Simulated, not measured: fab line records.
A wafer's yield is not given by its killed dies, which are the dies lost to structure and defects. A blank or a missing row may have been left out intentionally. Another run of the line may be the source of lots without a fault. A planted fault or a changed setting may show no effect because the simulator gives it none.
2 desks looking at one fault ; flow n5_finfet ; every desk sees just its own numbers, and what lay behind them comes last

## METROLOGY DESK
What the gauges read for every lot (on any tool): the sampled wafers with a number, averaged. Any lot whose mean is over 4 standard deviations away from the usual mean is out of limits and marked OUT; that distance is given in the brackets.
Columns: A = M4_THK at N5_BEOL_M4_THK_MEAS_53, usual 40.0 nm
lot;first seen here;A
L116;day 7 11:10;39.5
L119;day 8 10:08;41.0
L118;day 8 12:32;41.2
L120;day 9 05:06;39.0
L123;day 9 12:55;39.6
L128;day 10 16:36;40.1
L129;day 10 19:34;40.1
L130;day 11 15:46;39.8
L131;day 11 17:43;40.1
L133;day 12 08:24;41.2
L134;day 12 18:43;39.6
L139;day 13 09:58;40.0
This desk's finding: nothing out of limits on any of the 12 lots.

## THE TOOL OWNER'S DESK: litho_track-01
The tool's own readings at N5_BEOL_M5_COAT_60 (time 60 s, resist thk 12 nm): means of the sampled wafers that have a number, for each lot that ran on this tool. Any lot whose mean is over 4 standard deviations away from the usual mean is out of limits and marked OUT; that distance is given in the brackets.
Columns: A = run_length_s at N5_BEOL_M5_COAT_60, usual 66.03 s
lot;first seen here;A
L116;day 7 14:41;66.08
L119;day 8 14:14;65.93
L118;day 8 15:45;65.94
L123;day 9 16:03;73.18 (+65) OUT
This desk's finding: out of limits on L123; first on L123, day 9 16:03 (run_length_s at N5_BEOL_M5_COAT_60). L116, L119, L118: within limits.

## BROUGHT TOGETHER
At day 9 16:03, on L123, the tool owner's desk was in a position to raise an alarm.
Nothing out of limits was seen by the metrology desk.
The metrology desk has L123 on record, within its limits.
Of the lots named, all ran N5_BEOL_M5_COAT_60 on litho_track-01.

## WHAT HAD BEEN PUT IN BY THE SIMULATOR
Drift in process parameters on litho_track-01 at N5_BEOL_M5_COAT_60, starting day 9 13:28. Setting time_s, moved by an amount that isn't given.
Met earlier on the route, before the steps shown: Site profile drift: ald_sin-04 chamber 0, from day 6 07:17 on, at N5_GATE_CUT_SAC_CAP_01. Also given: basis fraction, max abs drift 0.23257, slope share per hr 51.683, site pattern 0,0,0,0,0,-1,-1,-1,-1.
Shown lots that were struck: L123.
Delay in hours, fault start to first out-of-limits reading, by desk: the tool owner's desk at 3.
